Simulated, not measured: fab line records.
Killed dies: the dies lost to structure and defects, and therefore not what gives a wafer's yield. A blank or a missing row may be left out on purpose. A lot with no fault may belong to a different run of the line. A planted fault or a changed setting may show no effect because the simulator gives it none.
Check of tool commonality -- flow nand harc -- 1 lot, 3 wafers sampled

== WHY IT WAS OPENED ==
At NHARC_END_SORT_01 the reading killed at periphery is flagged on 1 of 1 lot. Fault-free wafers read 4.0, with a standard deviation of 2.6.
Rule: flag the lot when none of its wafers has a number, or when each of its wafers that has one lies beyond 4 standard deviations from that mean. As for the other lots, they are considered sound.

lot,measured,on,"killed at periphery, wafer by wafer",flag
L146,day 31 03:28,prober-01,613 604 595,FLAGGED
The numbers of the flagged lots are 604.0 on average: +600.0 against the usual, or +99 or more standard deviations.

== TOOL THAT RAN EACH LOT ==
3 process steps preceding the reading are held in the record, out of 1302 steps in the route. Read each cell as the tool, then ch plus the chambers that the sampled wafers visited, then the start.
lot,flag,NHARC_P_ZERO_WELL_EXPOSE_21,NHARC_P_ZERO_WELL_DESCUM_39,NHARC_P_STI_CMP_21
L146,FLAGGED,"krf scanner-03 ch 0, day 7 18:29","rie diel-09 ch 1,2, day 7 20:26",no row
What these steps do:
- NHARC_P_ZERO_WELL_EXPOSE_21: exposes mask P NWELL, target cd 720 nm.
- NHARC_P_ZERO_WELL_DESCUM_39: chemistry O2, time 3 s.
- NHARC_P_STI_CMP_21: polishes, t overpolish 20 s, target thk 380.67 nm.
- NHARC_END_SORT_01

== FLAGGED OVER TOTAL, TOOL BY TOOL (the gauges that took the reading come last) ==
step,tool,lots run,flagged,share of the flagged lots,sound lots run after its first flagged lot
NHARC_P_ZERO_WELL_EXPOSE_21,krf scanner-03,1,1,all,0
NHARC_P_ZERO_WELL_DESCUM_39,rie diel-09,1,1,all,0
NHARC_END_SORT_01,prober-01,1,1,all,0

== THE TABLE: WHAT IT ALLOWS ==
3 rows of the table ran every flagged lot: krf scanner-03 at NHARC_P_ZERO_WELL_EXPOSE_21, rie diel-09 at NHARC_P_ZERO_WELL_DESCUM_39, prober-01 at NHARC_END_SORT_01.
- krf scanner-03 at NHARC_P_ZERO_WELL_EXPOSE_21: 1 of its 1 lot flagged. With no sound lot run before its first flagged lot in this sample, there is nothing to narrow down the start.
- rie diel-09 at NHARC_P_ZERO_WELL_DESCUM_39: 1 of its 1 lot flagged. With no sound lot run before its first flagged lot in this sample, there is nothing to narrow down the start.
- prober-01 at NHARC_END_SORT_01: 1 of its 1 lot flagged. With no sound lot run before its first flagged lot in this sample, there is nothing to narrow down the start.
These 3 tools cannot be told apart by counting lots, since each of them fits a fault that started at some hour. More lots, or a look at what each step does to the wafer, might.

== WHAT HAD BEEN PUT IN BY THE SIMULATOR ==
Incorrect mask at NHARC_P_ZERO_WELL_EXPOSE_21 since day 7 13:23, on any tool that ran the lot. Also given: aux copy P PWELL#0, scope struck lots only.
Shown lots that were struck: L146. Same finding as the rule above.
